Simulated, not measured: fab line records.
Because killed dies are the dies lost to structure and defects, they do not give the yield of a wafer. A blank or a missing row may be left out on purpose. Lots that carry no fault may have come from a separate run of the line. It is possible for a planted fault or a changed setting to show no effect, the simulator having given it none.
Matching of chambers    flow n5-finfet    N5_BEOL_M11_PECVD_70 on pecvd-02: 3 sister chambers
The step deposits SiO2 from TEOS/O2, target thk 20 nm, time 22.7 s. 14 wafers are shown with their chamber, then 7 later ones without.

## WAFERS PAIRED WITH THEIR CHAMBERS
wafer   chamber  throttle-valve-pct (%)  showerhead-plenum-p-Torr (Torr)  showerhead-vpp-V (V)
L156.2  0        24.1                    8.72                             1336
L156.3  1        21.7                    8.79                             1263
L156.5  2        20.2                    8.70                             1240
L157.1  1        21.9                    8.81                             1259
L157.4  1        21.8                    8.80                             1264
L157.5  0        24.1                    8.74                             1303
L158.3  0        24.0                    8.75                             1333
L158.5  1        21.9                    8.78                             1276
L158.6  0        24.0                    8.72                             1301
L159.1  0        24.1                    8.76                             1301
L159.2  2        20.8                    8.71                             1252
L159.3  1        21.9                    8.79                             1260
L164.2  2        20.7                    8.68                             1267
L164.3  1        21.3                    8.80                             1269

SIGNATURES (means of the wafers above)
reading                   chamber 0  chamber 1  chamber 2  scatter within a chamber
throttle-valve-pct        24.060     21.750     20.567     0.212
showerhead-plenum-p-Torr  8.7380     8.7950     8.6967     0.0144
showerhead-vpp-V          1314.80    1265.17    1253.00    13
Rule: a wafer lies at a distance from a chamber equal to the root of the sum of squares, over the readings, of (its reading less the chamber's mean, divided by the reading's scatter). If the next closest chamber is less than 2 further off than the closest, the wafer can't be placed; otherwise it belongs to the closest. The scatter: take each reading less its chamber's mean, square it, sum over the shown wafers, divide by the number of wafers less the number of chambers, and take the root.

## WAFERS WITH NO CHAMBER GIVEN
wafer   throttle-valve-pct (%)  showerhead-plenum-p-Torr (Torr)  showerhead-vpp-V (V)
L164.5  20.5                    8.70                             1251
L170.2  20.9                    8.69                             1258
L170.4  23.9                    8.78                             1302
L170.5  20.7                    8.71                             1258
L176.1  20.7                    8.70                             1253
L176.4  24.1                    8.75                             1315
L176.5  20.7                    8.71                             1228

## EACH ONE'S CHAMBER
wafer   from the rows above  in truth
L164.5  2                    2
L170.2  2                    2
L170.4  0                    0
L170.5  2                    2
L176.1  2                    2
L176.4  0                    0
L176.5  2                    2
Placed correctly: 7 of 7. Not placeable from these rows: 0. Number placed wrongly: 0.
